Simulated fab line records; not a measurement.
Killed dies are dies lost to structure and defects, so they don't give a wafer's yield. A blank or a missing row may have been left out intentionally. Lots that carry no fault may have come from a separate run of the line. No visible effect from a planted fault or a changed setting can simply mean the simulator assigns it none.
Which tool did it? || flow nand-harc || 12 lots, 36 wafers sampled, at 5 steps of a route of 1302

WHAT EACH GAUGE READ, for each wafer
NHARC_END_SORT_01. Usual: killed-at-array 57, standard deviation 20; killed-at-other 1.0, standard deviation 1.5; killed-at-periphery 3.5, standard deviation 2.5; killed-dies 62, standard deviation 21; killed-open 3.5, standard deviation 1.9; killed-short 2.4, standard deviation 1.6.
{"lot": "L441", "measured": "day 32 13:10", "on": "prober-01", "killed-at-array": "674 674 672", "killed-at-other": "0 0 0", "killed-at-periphery": "3 3 5", "killed-dies": "677 677 677", "killed-open": "6 2 1", "killed-short": "2 5 2", "flag": "OFF"}
{"lot": "L443", "measured": "day 33 04:50", "on": "prober-01", "killed-at-array": "671 674 672", "killed-at-other": "2 1 0", "killed-at-periphery": "4 2 5", "killed-dies": "677 677 677", "killed-open": "5 3 2", "killed-short": "3 3 1", "flag": "OFF"}

WHAT TOOL EACH LOT RAN ON (gives the tool, then ch and the chambers of the sampled wafers, and finally the start)
{"lot": "L426", "NHARC_A_STAIRCASE_DESCUM_219": "rie-diel-04 ch 0,1,2, day 16 12:45", "NHARC_A_STAIRCASE_ETCH_221": "rie-diel-04 ch 0,3, day 16 12:58", "NHARC_A_STAIRCASE_ETCH_227": "rie-diel-04 ch 0,1,3, no start", "NHARC_A_STAIRCASE_TRIM_231": "rie-diel-01 ch 2,3, no start"}
{"lot": "L428", "NHARC_A_STAIRCASE_DESCUM_219": "rie-diel-01 ch 1,2, day 17 14:52", "NHARC_A_STAIRCASE_ETCH_221": "rie-diel-01 ch 0,3, day 17 15:06", "NHARC_A_STAIRCASE_ETCH_227": "rie-diel-01 ch 0,2,3, no start", "NHARC_A_STAIRCASE_TRIM_231": "rie-diel-01 ch 0,1,3, no start"}
{"lot": "L429", "NHARC_A_STAIRCASE_DESCUM_219": "rie-diel-07 ch 0,1,3, day 18 14:23", "NHARC_A_STAIRCASE_ETCH_221": "rie-diel-07 ch 0,1,3, day 18 14:37", "NHARC_A_STAIRCASE_ETCH_227": "rie-diel-07 ch 0,1, no start", "NHARC_A_STAIRCASE_TRIM_231": "rie-diel-04 ch 2,3, no start"}
{"lot": "L430", "NHARC_A_STAIRCASE_DESCUM_219": "rie-diel-01 ch 0,3, day 18 15:17", "NHARC_A_STAIRCASE_ETCH_221": "rie-diel-01 ch 0,1,3, day 18 15:46", "NHARC_A_STAIRCASE_ETCH_227": "rie-diel-01 ch 1,2, no start", "NHARC_A_STAIRCASE_TRIM_231": "rie-diel-07 ch 2,3, no start"}
{"lot": "L431", "NHARC_A_STAIRCASE_DESCUM_219": "rie-diel-04 ch 0,1,2, day 19 13:47", "NHARC_A_STAIRCASE_ETCH_221": "rie-diel-04 ch 0,1, day 19 14:03", "NHARC_A_STAIRCASE_ETCH_227": "rie-diel-04 ch 0,1, no start", "NHARC_A_STAIRCASE_TRIM_231": "rie-diel-04 ch 0,1,3, no start"}
{"lot": "L432", "NHARC_A_STAIRCASE_DESCUM_219": "rie-diel-04 ch 0,2,3, day 19 14:13", "NHARC_A_STAIRCASE_ETCH_221": "rie-diel-04 ch 0,2,3, day 19 14:34", "NHARC_A_STAIRCASE_ETCH_227": "rie-diel-04 ch 0,2,3, no start", "NHARC_A_STAIRCASE_TRIM_231": "rie-diel-04 ch 0,2,3, no start"}
{"lot": "L436", "NHARC_A_STAIRCASE_DESCUM_219": "rie-diel-07 ch 2,3, day 20 13:26", "NHARC_A_STAIRCASE_ETCH_221": "rie-diel-07 ch 1,3, day 20 13:44", "NHARC_A_STAIRCASE_ETCH_227": "rie-diel-07 ch 0,2,3, no start", "NHARC_A_STAIRCASE_TRIM_231": "rie-diel-07 ch 0,1,3, no start"}
{"lot": "L435", "NHARC_A_STAIRCASE_DESCUM_219": "rie-diel-04 ch 1,2,3, day 20 14:04", "NHARC_A_STAIRCASE_ETCH_221": "rie-diel-04 ch 0,1,3, day 20 14:21", "NHARC_A_STAIRCASE_ETCH_227": "rie-diel-04 ch 0,3, no start", "NHARC_A_STAIRCASE_TRIM_231": "rie-diel-01 ch 0,1,2, no start"}
{"lot": "L434", "NHARC_A_STAIRCASE_DESCUM_219": "rie-diel-04 ch 0,2,3, day 20 18:39", "NHARC_A_STAIRCASE_ETCH_221": "rie-diel-04 ch 0,2,3, day 20 18:54", "NHARC_A_STAIRCASE_ETCH_227": "rie-diel-04 ch 0,2, no start", "NHARC_A_STAIRCASE_TRIM_231": "rie-diel-04 ch 0,3, no start"}
{"lot": "L441", "NHARC_A_STAIRCASE_DESCUM_219": "rie-diel-04 ch 1,3, day 23 22:36", "NHARC_A_STAIRCASE_ETCH_221": "rie-diel-04 ch 1,2, day 23 22:54", "NHARC_A_STAIRCASE_ETCH_227": "rie-diel-04 ch 2,3, day 32 13:10 or earlier", "NHARC_A_STAIRCASE_TRIM_231": "rie-diel-04 ch 1,3, day 32 13:10 or earlier"}
{"lot": "L443", "NHARC_A_STAIRCASE_DESCUM_219": "rie-diel-04 ch 1,2, day 24 07:59", "NHARC_A_STAIRCASE_ETCH_221": "rie-diel-04 ch 1,2,3, day 24 08:16", "NHARC_A_STAIRCASE_ETCH_227": "rie-diel-04 ch 1,3, day 33 04:50 or earlier", "NHARC_A_STAIRCASE_TRIM_231": "rie-diel-07 ch 2,3, day 33 04:50 or earlier"}
{"lot": "L447", "NHARC_A_STAIRCASE_DESCUM_219": "rie-diel-07 ch 0,2,3, day 25 12:06", "NHARC_A_STAIRCASE_ETCH_221": "rie-diel-07 ch 0,2,3, day 25 12:20", "NHARC_A_STAIRCASE_ETCH_227": "rie-diel-07 ch 0,1,3, no start", "NHARC_A_STAIRCASE_TRIM_231": "rie-diel-04 ch 0,1, no start"}
- NHARC_A_STAIRCASE_DESCUM_219: chemistry O2, time 3 s.
- NHARC_A_STAIRCASE_ETCH_221: etches the open film in C4F8/O2, target depth 100 nm, time 40.5 s.
- NHARC_A_STAIRCASE_ETCH_227: etches the open film in C4F8/O2, target depth 100 nm, time 40.5 s.
- NHARC_A_STAIRCASE_TRIM_231: chemistry O2, time 211.2 s.

WHAT THE TOOLS THEMSELVES READ (means of the sampled wafers that have a number; where no wafer has one, the mark that the record gives instead)
NHARC_A_STAIRCASE_DESCUM_219. Usual: drypump-motor-current-A 5.7 A, standard deviation 0.31; oes-product-au 1.001 a.u., standard deviation 0.01; rf-vpp-V 57.7 V, standard deviation 0.79; showerhead-plenum-p-Torr 1.93 Torr, standard deviation 0.081; throttle-valve-pct 11.311 %, standard deviation 0.0092.
{"lot": "L426", "tool": "rie-diel-04", "drypump-motor-current-A (A)": 5.7, "oes-product-au (a.u.)": 1.000, "rf-vpp-V (V)": 57.9, "showerhead-plenum-p-Torr (Torr)": 2.00, "throttle-valve-pct (%)": 11.316, "flag": ""}
{"lot": "L428", "tool": "rie-diel-01", "drypump-motor-current-A (A)": 6.0, "oes-product-au (a.u.)": 1.004, "rf-vpp-V (V)": 58.4, "showerhead-plenum-p-Torr (Torr)": 1.83, "throttle-valve-pct (%)": 11.314, "flag": ""}
{"lot": "L429", "tool": "rie-diel-07", "drypump-motor-current-A (A)": 5.5, "oes-product-au (a.u.)": 0.993, "rf-vpp-V (V)": 58.1, "showerhead-plenum-p-Torr (Torr)": 2.02, "throttle-valve-pct (%)": 11.308, "flag": ""}
{"lot": "L430", "tool": "rie-diel-01", "drypump-motor-current-A (A)": 5.9, "oes-product-au (a.u.)": 1.007, "rf-vpp-V (V)": 56.9, "showerhead-plenum-p-Torr (Torr)": 1.87, "throttle-valve-pct (%)": 11.309, "flag": ""}
{"lot": "L431", "tool": "rie-diel-04", "drypump-motor-current-A (A)": 5.6, "oes-product-au (a.u.)": 0.999, "rf-vpp-V (V)": 58.4, "showerhead-plenum-p-Torr (Torr)": 1.99, "throttle-valve-pct (%)": 11.310, "flag": ""}
{"lot": "L432", "tool": "rie-diel-04", "drypump-motor-current-A (A)": 5.7, "oes-product-au (a.u.)": 0.998, "rf-vpp-V (V)": 58.5, "showerhead-plenum-p-Torr (Torr)": 1.97, "throttle-valve-pct (%)": 11.303, "flag": ""}
{"lot": "L436", "tool": "rie-diel-07", "drypump-motor-current-A (A)": 5.2, "oes-product-au (a.u.)": 0.999, "rf-vpp-V (V)": 56.9, "showerhead-plenum-p-Torr (Torr)": 1.90, "throttle-valve-pct (%)": 11.317, "flag": ""}
{"lot": "L435", "tool": "rie-diel-04", "drypump-motor-current-A (A)": 5.6, "oes-product-au (a.u.)": 0.994, "rf-vpp-V (V)": 58.0, "showerhead-plenum-p-Torr (Torr)": 1.96, "throttle-valve-pct (%)": 11.309, "flag": ""}
{"lot": "L434", "tool": "rie-diel-04", "drypump-motor-current-A (A)": 5.7, "oes-product-au (a.u.)": 1.003, "rf-vpp-V (V)": 57.8, "showerhead-plenum-p-Torr (Torr)": 1.97, "throttle-valve-pct (%)": 11.308, "flag": ""}
{"lot": "L441", "tool": "rie-diel-04", "drypump-motor-current-A (A)": 5.5, "oes-product-au (a.u.)": 0.998, "rf-vpp-V (V)": 57.5, "showerhead-plenum-p-Torr (Torr)": 1.98, "throttle-valve-pct (%)": 11.316, "flag": ""}
{"lot": "L443", "tool": "rie-diel-04", "drypump-motor-current-A (A)": 5.6, "oes-product-au (a.u.)": 0.989, "rf-vpp-V (V)": 57.5, "showerhead-plenum-p-Torr (Torr)": 1.95, "throttle-valve-pct (%)": 11.310, "flag": ""}
{"lot": "L447", "tool": "rie-diel-07", "drypump-motor-current-A (A)": 5.3, "oes-product-au (a.u.)": 0.993, "rf-vpp-V (V)": 57.8, "showerhead-plenum-p-Torr (Torr)": 1.93, "throttle-valve-pct (%)": 11.299, "flag": ""}

NHARC_A_STAIRCASE_ETCH_221. Usual: oes-product-au 0.945 a.u., standard deviation 0.017; rf-fwd-power-W 592.6 W, standard deviation 2.7; rf-vpp-V 898 V, standard deviation 5.
{"lot": "L426", "tool": "rie-diel-04", "oes-product-au (a.u.)": 0.957, "rf-fwd-power-W (W)": 591.7, "rf-vpp-V (V)": 900, "flag": ""}
{"lot": "L428", "tool": "rie-diel-01", "oes-product-au (a.u.)": 0.959, "rf-fwd-power-W (W)": 591.5, "rf-vpp-V (V)": 895, "flag": ""}
{"lot": "L429", "tool": "rie-diel-07", "oes-product-au (a.u.)": 0.943, "rf-fwd-power-W (W)": 590.4, "rf-vpp-V (V)": 903, "flag": ""}
{"lot": "L430", "tool": "rie-diel-01", "oes-product-au (a.u.)": 0.947, "rf-fwd-power-W (W)": 593.7, "rf-vpp-V (V)": 891, "flag": ""}
{"lot": "L431", "tool": "rie-diel-04", "oes-product-au (a.u.)": 0.941, "rf-fwd-power-W (W)": 596.9, "rf-vpp-V (V)": 903, "flag": ""}
{"lot": "L432", "tool": "rie-diel-04", "oes-product-au (a.u.)": 0.924, "rf-fwd-power-W (W)": 595.3, "rf-vpp-V (V)": 900, "flag": ""}
{"lot": "L436", "tool": "rie-diel-07", "oes-product-au (a.u.)": 0.934, "rf-fwd-power-W (W)": 590.9, "rf-vpp-V (V)": 903, "flag": ""}
{"lot": "L435", "tool": "rie-diel-04", "oes-product-au (a.u.)": 0.925, "rf-fwd-power-W (W)": 592.6, "rf-vpp-V (V)": 901, "flag": ""}
{"lot": "L434", "tool": "rie-diel-04", "oes-product-au (a.u.)": 0.952, "rf-fwd-power-W (W)": 593.7, "rf-vpp-V (V)": 901, "flag": ""}
{"lot": "L441", "tool": "rie-diel-04", "oes-product-au (a.u.)": 1.156, "rf-fwd-power-W (W)": 833.1, "rf-vpp-V (V)": 900, "flag": "OFF"}
{"lot": "L443", "tool": "rie-diel-04", "oes-product-au (a.u.)": 1.168, "rf-fwd-power-W (W)": 834.6, "rf-vpp-V (V)": 899, "flag": "OFF"}
{"lot": "L447", "tool": "rie-diel-07", "oes-product-au (a.u.)": 0.947, "rf-fwd-power-W (W)": 591.5, "rf-vpp-V (V)": 898, "flag": ""}

NHARC_A_STAIRCASE_ETCH_227. Usual: oes-product-au 0.941 a.u., standard deviation 0.013; rf-fwd-power-W 592.7 W, standard deviation 2.6; rf-vpp-V 897 V, standard deviation 5.1.
{"lot": "L426", "tool": "rie-diel-04", "oes-product-au (a.u.)": 0.944, "rf-fwd-power-W (W)": 592.1, "rf-vpp-V (V)": 902, "flag": ""}
{"lot": "L428", "tool": "rie-diel-01", "oes-product-au (a.u.)": 0.949, "rf-fwd-power-W (W)": 591.6, "rf-vpp-V (V)": 895, "flag": ""}
{"lot": "L429", "tool": "rie-diel-07", "oes-product-au (a.u.)": 0.950, "rf-fwd-power-W (W)": 592.3, "rf-vpp-V (V)": 902, "flag": ""}
{"lot": "L430", "tool": "rie-diel-01", "oes-product-au (a.u.)": 0.936, "rf-fwd-power-W (W)": 593.6, "rf-vpp-V (V)": 890, "flag": ""}
{"lot": "L431", "tool": "rie-diel-04", "oes-product-au (a.u.)": 0.937, "rf-fwd-power-W (W)": 594.2, "rf-vpp-V (V)": 902, "flag": ""}
{"lot": "L432", "tool": "rie-diel-04", "oes-product-au (a.u.)": 0.935, "rf-fwd-power-W (W)": 592.9, "rf-vpp-V (V)": 899, "flag": ""}
{"lot": "L436", "tool": "rie-diel-07", "oes-product-au (a.u.)": 0.934, "rf-fwd-power-W (W)": 589.8, "rf-vpp-V (V)": 898, "flag": ""}
{"lot": "L435", "tool": "rie-diel-04", "oes-product-au (a.u.)": 0.945, "rf-fwd-power-W (W)": 591.1, "rf-vpp-V (V)": 899, "flag": ""}
{"lot": "L434", "tool": "rie-diel-04", "oes-product-au (a.u.)": 0.945, "rf-fwd-power-W (W)": 596.5, "rf-vpp-V (V)": 901, "flag": ""}
{"lot": "L441", "tool": "rie-diel-04", "oes-product-au (a.u.)": 0.932, "rf-fwd-power-W (W)": 592.6, "rf-vpp-V (V)": 896, "flag": ""}
{"lot": "L443", "tool": "rie-diel-04", "oes-product-au (a.u.)": 0.921, "rf-fwd-power-W (W)": 591.8, "rf-vpp-V (V)": 900, "flag": ""}
{"lot": "L447", "tool": "rie-diel-07", "oes-product-au (a.u.)": 0.936, "rf-fwd-power-W (W)": 592.2, "rf-vpp-V (V)": 903, "flag": ""}

NHARC_A_STAIRCASE_TRIM_231. Usual: drypump-motor-current-A 5.7 A, standard deviation 0.33; oes-product-au 0.999 a.u., standard deviation 0.011; rf-vpp-V 57.9 V, standard deviation 1; showerhead-plenum-p-Torr 3.57 Torr, standard deviation 0.14; throttle-valve-pct 17.036 %, standard deviation 0.0097.
{"lot": "L426", "tool": "rie-diel-01", "drypump-motor-current-A (A)": 5.9, "oes-product-au (a.u.)": 1.004, "rf-vpp-V (V)": 58.0, "showerhead-plenum-p-Torr (Torr)": 3.54, "throttle-valve-pct (%)": 17.041, "flag": ""}
{"lot": "L428", "tool": "rie-diel-01", "drypump-motor-current-A (A)": 6.1, "oes-product-au (a.u.)": 1.009, "rf-vpp-V (V)": 57.5, "showerhead-plenum-p-Torr (Torr)": 3.42, "throttle-valve-pct (%)": 17.027, "flag": ""}
{"lot": "L429", "tool": "rie-diel-04", "drypump-motor-current-A (A)": 5.6, "oes-product-au (a.u.)": 1.000, "rf-vpp-V (V)": 58.1, "showerhead-plenum-p-Torr (Torr)": 3.58, "throttle-valve-pct (%)": 17.031, "flag": ""}
{"lot": "L430", "tool": "rie-diel-07", "drypump-motor-current-A (A)": 5.2, "oes-product-au (a.u.)": 0.993, "rf-vpp-V (V)": 57.2, "showerhead-plenum-p-Torr (Torr)": 3.52, "throttle-valve-pct (%)": 17.041, "flag": ""}
{"lot": "L431", "tool": "rie-diel-04", "drypump-motor-current-A (A)": 5.7, "oes-product-au (a.u.)": 0.996, "rf-vpp-V (V)": 58.6, "showerhead-plenum-p-Torr (Torr)": 3.67, "throttle-valve-pct (%)": 17.038, "flag": ""}
{"lot": "L432", "tool": "rie-diel-04", "drypump-motor-current-A (A)": 5.7, "oes-product-au (a.u.)": 0.996, "rf-vpp-V (V)": 57.3, "showerhead-plenum-p-Torr (Torr)": 3.63, "throttle-valve-pct (%)": 17.033, "flag": ""}
{"lot": "L436", "tool": "rie-diel-07", "drypump-motor-current-A (A)": 5.5, "oes-product-au (a.u.)": 0.997, "rf-vpp-V (V)": 58.8, "showerhead-plenum-p-Torr (Torr)": 3.70, "throttle-valve-pct (%)": 17.029, "flag": ""}
{"lot": "L435", "tool": "rie-diel-01", "drypump-motor-current-A (A)": 5.9, "oes-product-au (a.u.)": 1.007, "rf-vpp-V (V)": 57.8, "showerhead-plenum-p-Torr (Torr)": 3.40, "throttle-valve-pct (%)": 17.032, "flag": ""}
{"lot": "L434", "tool": "rie-diel-04", "drypump-motor-current-A (A)": 5.7, "oes-product-au (a.u.)": 0.993, "rf-vpp-V (V)": 57.8, "showerhead-plenum-p-Torr (Torr)": 3.62, "throttle-valve-pct (%)": 17.032, "flag": ""}
{"lot": "L441", "tool": "rie-diel-04", "drypump-motor-current-A (A)": 5.5, "oes-product-au (a.u.)": 0.995, "rf-vpp-V (V)": 58.0, "showerhead-plenum-p-Torr (Torr)": 3.64, "throttle-valve-pct (%)": 17.034, "flag": ""}
{"lot": "L443", "tool": "rie-diel-07", "drypump-motor-current-A (A)": 5.3, "oes-product-au (a.u.)": 0.994, "rf-vpp-V (V)": 57.1, "showerhead-plenum-p-Torr (Torr)": 3.50, "throttle-valve-pct (%)": 17.039, "flag": ""}
{"lot": "L447", "tool": "rie-diel-04", "drypump-motor-current-A (A)": 5.6, "oes-product-au (a.u.)": 0.982, "rf-vpp-V (V)": 57.7, "showerhead-plenum-p-Torr (Torr)": 3.68, "throttle-valve-pct (%)": 17.035, "flag": ""}

THE ANSWER, worked out from the rows above alone
Rule: lot off if the mean of its wafers having a number is beyond 3 standard deviations from the usual mean. A lot without any number at a reading at which 4 lots or more have one is off too. All remaining lots with rows at the step are treated as sound. Order of review: gauges by route order, followed by the tools' own readings, for which a lot's mean as printed above is used. The first step at which some lot is off is used, and at that step the reading that is off furthest; a lot without a number counts as furthest.
Off, at NHARC_END_SORT_01 on killed-at-array: L441, L443. Neither off nor sound, because the step has no rows for them: L426, L428, L429, L430, L431, L432, L436, L435, L434, L447.
A tool fits if, at a process step before that reading, it ran every lot that is off, and no sound lot after the first of them. Not tried: the gauges at NHARC_END_SORT_01; whatever is off there is also off at NHARC_A_STAIRCASE_ETCH_221, on other tools, and gauge error can't account for it. With no start given for some of its lots, NHARC_A_STAIRCASE_ETCH_227 uses the hours and lot order of NHARC_END_SORT_01. With no start given for some of its lots, NHARC_A_STAIRCASE_TRIM_231 uses the hours and lot order of NHARC_END_SORT_01. One candidate fits, namely rie-diel-04 at NHARC_A_STAIRCASE_DESCUM_219 and NHARC_A_STAIRCASE_ETCH_221 and NHARC_A_STAIRCASE_ETCH_227. It ran no sound lot before its first lot that is off in this sample, so the start can't be narrowed down.

WHAT THE SIMULATOR HAD INSERTED
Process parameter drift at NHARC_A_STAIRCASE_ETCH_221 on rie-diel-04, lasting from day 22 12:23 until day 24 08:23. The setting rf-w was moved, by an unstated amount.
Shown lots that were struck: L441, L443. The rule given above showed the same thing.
